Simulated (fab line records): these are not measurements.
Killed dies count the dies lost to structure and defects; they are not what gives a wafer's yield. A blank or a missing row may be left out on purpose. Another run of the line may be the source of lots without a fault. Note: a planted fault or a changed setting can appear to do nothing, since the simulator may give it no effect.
Comparing a struck lot with a sound one || flow n5_finfet || 17 out of 1938 route steps
Sound: these wafers, L149.1, L149.3, L149.6. Struck: wafer L155.3 (left out: L155.4, a lot-mate that was not struck); the cause follows at the end.
Per side, at each step with rows, come the tool, then ch with its chambers, and then its first start. Under that, the readings that differ: sound wafers || struck wafers || difference of the means || sigmas: that difference in standard deviations of wafers without a fault.
alike: same words and numbers on both sides, and readings whose means sit less than 2 such deviations apart. not compared: any withheld reading, any reading some wafer has no value for, any bound like >300 that may hide the same value, and any number with overlapping values for which the record gives no deviation.
A row with sigmas, a row that says differs or no value, or rows on one side alone: a step with any of these is where the two part. Numbers that don't overlap but have no deviation are shown without sigmas and don't part them. Lack of a reading on every wafer of one side parts them only where that side has two or more wafers.

first, 4 steps without rows for these wafers: N5_BEOL_M11_HM_STRIP_39 (strips TiN in peroxide tin strip, target depth 25 nm, time 158 s); N5_BEOL_M11_SRD_40 (time 30 s); N5_BEOL_M11_PRECLEAN_42 (cleans in residue remover, time 60 s); N5_BEOL_M11_SRD_43 (time 30 s).
N5_BEOL_M11_CD_MEAS_35: the cd target is 70 nm.
  sound on cd_sem-01 at day 10 13:25; struck on cd_sem-01 at day 11 08:53
  alike: cd_nm
N5_BEOL_M11_CURE_72: cures SiCOH lowk, time 120 s.
  sound on uv_cure-02 ch 1, day 10 13:28; struck on uv_cure-03 ch 1, day 11 09:02
{"reading": "lamp_power_pct (%)", "sound": "52.28 52.27 52.44", "struck": 52.21, "difference": -0.12, "sigmas": -2}
  alike: wafer_temp_C_max
N5_BEOL_M11_DEGAS_44: time 60 s.
  sound on pvd_sputter-03 at day 10 13:47; struck on pvd_sputter-01 at day 11 09:19
  alike: heater_power_w, susceptor_temp_C
then, 1 step without rows for these wafers: N5_BEOL_M11_PRE_CLEAN_45 (time 30 s).
N5_BEOL_M11_ALD_74: deposits TaN, target thk 2 nm, pulse time 2 s, purge time 3 s.
  sound on ald_metal-01 ch 0,1,3, day 10 13:53; struck on ald_metal-04 ch 2, day 11 09:25
  alike: chamber_pressure_Torr, heater_power_outer_w, heater_power_w, susceptor_temp_C
then, 2 steps without rows for these wafers: N5_BEOL_M11_SURFACE_TREAT_76; N5_BEOL_M11_CVD_75 (deposits Co from CCTBA/H2, target thk 2 nm, time 138.9 s).
N5_BEOL_M11_SPUTTER_48: material Cu, target thk 12 nm, time 2 s.
  sound on pvd_sputter-02 at day 10 14:23; struck on pvd_sputter-02 at day 11 09:59
  alike: bias_v, susceptor_temp_C, throttle_valve_pct
N5_BEOL_M11_ECD_50: material Cu, target thk 318 nm.
  sound on ecd_cu-01 ch 0,1, day 10 14:30; struck on ecd_cu-02 ch 1, day 11 10:08
{"reading": "model.Cu_of_BEOL_M11_ECD_50.thk_nm (nm)", "sound": "314.6 319 314.4", "struck": 197, "difference": -119, "sigmas": ""}
N5_BEOL_M11_ANNEAL_51: time 90 s.
  sound on rtp_anneal-01 ch 0, day 10 14:37; struck on rtp_anneal-02 ch 0, day 11 10:19
  alike: wafer_temp_C_max
N5_BEOL_M11_CMP_52: polishes, stops on SiCOH lowk, t overpolish 7 s, target thk 140 nm.
  sound on cmp-02 ch 0,2, day 10 14:56; struck on cmp-03 ch 2, day 11 10:33
{"reading": "time_to_endpoint_s (s)", "sound": "63 62 62", "struck": 42, "difference": -20, "sigmas": -7}
  alike: motor_current_A, slurry_filter_dp_kPa
N5_BEOL_M11_THK_MEAS_53: measures by xrf.
  sound on film_metro-01 at day 10 15:12; struck on film_metro-01 at day 11 10:49
  alike: M11_THK
N5_PASSIVATION_PROBE_49:
  sound on prober-02 at day 11 20:46; struck on prober-01 at day 13 07:16
{"reading": "killed_short", "sound": "45 53 37", "struck": 24, "difference": -21, "sigmas": -3}
  alike: defect_limited_yield, killed_at_M0_to_M3, killed_at_M4_up, killed_at_contacts, killed_at_front_end, killed_at_other, killed_dies, killed_open, sort_bin_5_function, sort_bin_6_memory, sort_bin_8_speed, sort_n_pass, sort_yield_pct

## WHERE THEY PART
First at N5_BEOL_M11_CURE_72; last, within this record, at N5_PASSIVATION_PROBE_49.

WHY: whatever the simulator had introduced
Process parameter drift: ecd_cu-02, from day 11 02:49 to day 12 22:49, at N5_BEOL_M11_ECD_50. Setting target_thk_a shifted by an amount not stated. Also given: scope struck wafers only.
